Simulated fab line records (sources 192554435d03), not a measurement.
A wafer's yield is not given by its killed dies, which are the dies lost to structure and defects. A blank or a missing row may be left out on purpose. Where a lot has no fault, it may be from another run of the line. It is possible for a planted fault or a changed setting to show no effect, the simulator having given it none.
The same fault as seen by 2 desks | flow n5_finfet | numbers are kept per desk, each desk with only its own; the story behind them comes last

== METROLOGY DESK ==
What the gauges read for every lot (on any tool): the sampled wafers with a number, averaged. A lot is out of limits, marked OUT, if its mean lies more than 4 standard deviations from the usual mean; the brackets give that distance.
Columns: A = cd_nm at N5_BEOL_M10_CD_MEAS_18, usual 69.8 nm
lot  | first seen here | A
L854 | day 10 10:26    | 70.0
L856 | day 10 22:40    | 70.2
L860 | day 11 16:38    | 70.6
L862 | day 12 13:19    | 70.7
L866 | day 14 02:42    | 69.6
L868 | day 14 20:31    | 70.2
L872 | day 15 07:44    | 69.8
L874 | day 15 17:58    | 70.4
L876 | day 16 07:24    | 69.7
L875 | day 16 13:59    | 68.6
This desk found nothing out of limits on any of the 10 lots.

== DESK OF THE TOOL OWNER: rie_diel-01 ==
The tool's own readings at N5_BEOL_M10_ETCH_66 (etches SOC in N2/H2, target depth 120 nm, overetch 24 nm, time 180 s): means of the sampled wafers that have a number, for each lot that ran on this tool. A lot is out of limits, marked OUT, if its mean lies more than 4 standard deviations from the usual mean; the brackets give that distance.
Columns: A = drypump_motor_current_A at N5_BEOL_M10_ETCH_66, usual 5.6 A; B = oes_product_au at N5_BEOL_M10_ETCH_66, usual 0.64 a.u.; C = rf_fwd_power_W at N5_BEOL_M10_ETCH_66, usual 837.0 W; D = rf_vpp_V at N5_BEOL_M10_ETCH_66, usual 524.2 V; E = run_length_s at N5_BEOL_M10_ETCH_66, usual 203.3 s; F = showerhead_plenum_p_Torr at N5_BEOL_M10_ETCH_66, usual 2.55 Torr; G = throttle_valve_pct at N5_BEOL_M10_ETCH_66, usual 17.7 %
lot  | first seen here | A   | B    | C     | D     | E               | F    | G
L854 | day 10 11:32    | 5.8 | 0.61 | 835.9 | 526.9 | 203.6           | 2.65 | 17.7
L856 | day 10 23:13    | 5.8 | 0.66 | 836.2 | 524.1 | 203.0           | 2.52 | 17.6
L860 | day 11 17:27    | 5.8 | 0.65 | 837.5 | 524.7 | 203.0           | 2.60 | 17.6
L862 | day 12 14:37    | 5.8 | 0.62 | 835.8 | 527.0 | 203.5           | 2.65 | 17.6
L866 | day 14 06:13    | 5.8 | 0.68 | 838.0 | 525.6 | 189.6 (-30) OUT | 2.59 | 17.6
L868 | day 15 00:16    | 5.8 | 0.81 | 836.1 | 524.2 | 182.6 (-45) OUT | 2.54 | 17.6
This desk's finding: out of limits on L866, L868; first on L866, day 14 06:13 (run_length_s at N5_BEOL_M10_ETCH_66). In limits: L854, L856, L860, L862.

== TAKEN TOGETHER ==
At day 14 06:13, on L866, L868, the tool owner's desk was in a position to raise an alarm.
The metrology desk saw nothing out of limits.
The metrology desk has L866, L868 on record, within its limits.
N5_BEOL_M10_ETCH_66 was run on rie_diel-01 by each of the lots named.

== WHAT THE SIMULATOR HAD INSERTED ==
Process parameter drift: rie_diel-01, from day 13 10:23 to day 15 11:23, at N5_BEOL_M10_ETCH_66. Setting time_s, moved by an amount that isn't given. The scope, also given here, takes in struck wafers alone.
Shown lots that were struck: L866, L868.
Time in hours from fault onset to the first out-of-limits reading at each desk: the tool owner's desk, 20.
